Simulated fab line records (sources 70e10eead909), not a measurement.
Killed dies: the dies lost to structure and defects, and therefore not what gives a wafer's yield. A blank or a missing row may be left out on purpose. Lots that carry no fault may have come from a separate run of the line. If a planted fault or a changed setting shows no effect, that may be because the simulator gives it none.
Matching of chambers ; flow nandHarc ; NHARC_A_STAIRCASE_DESCUM_168 on rieDiel-01: 4 sister chambers
The step chemistry O2, time 3 s. 4 wafers are shown with their chamber, then 9 later ones without.

EACH WAFER AND ITS CHAMBER
wafer;chamber;drypumpMotorCurrentA (A)
L085.1;2;6.2
L085.2;0;6.1
L087.2;1;5.8
L087.5;3;5.3

WAFERS MISSING THEIR CHAMBER
wafer;drypumpMotorCurrentA (A)
L088.1;5.2
L088.2;5.8
L088.5;6.1
L093.3;5.2
L093.4;6.2
L093.6;6.2
L097.2;5.2
L097.4;6.1
L097.6;6.1

WHICH CHAMBER EACH ONE RAN IN
wafer;from the rows above;in truth
L088.1;3;3
L088.2;1;1
L088.5;can't be placed: 0 or 2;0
L093.3;3;3
L093.4;can't be placed: 2 or 0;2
L093.6;can't be placed: 2 or 0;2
L097.2;3;3
L097.4;can't be placed: 0 or 2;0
L097.6;can't be placed: 0 or 2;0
Correctly placed: 4 of 9. From these rows, 5 cannot be placed; in 5 the true chamber is one of the candidates. Placed wrongly: 0.
How it was worked out, from the rows above alone: a wafer's distance from a chamber is the root of the sum, over the readings, of the square of ((its reading less the chamber's mean) divided by the reading's scatter). The wafer belongs to the nearest chamber; if the next one is less than 2 further off, it can't be placed. Each chamber's mean is taken over the wafers shown for it. The scatter: root of mean squared gap, hidden wafer to nearest shown wafer, with one shown wafer a chamber.
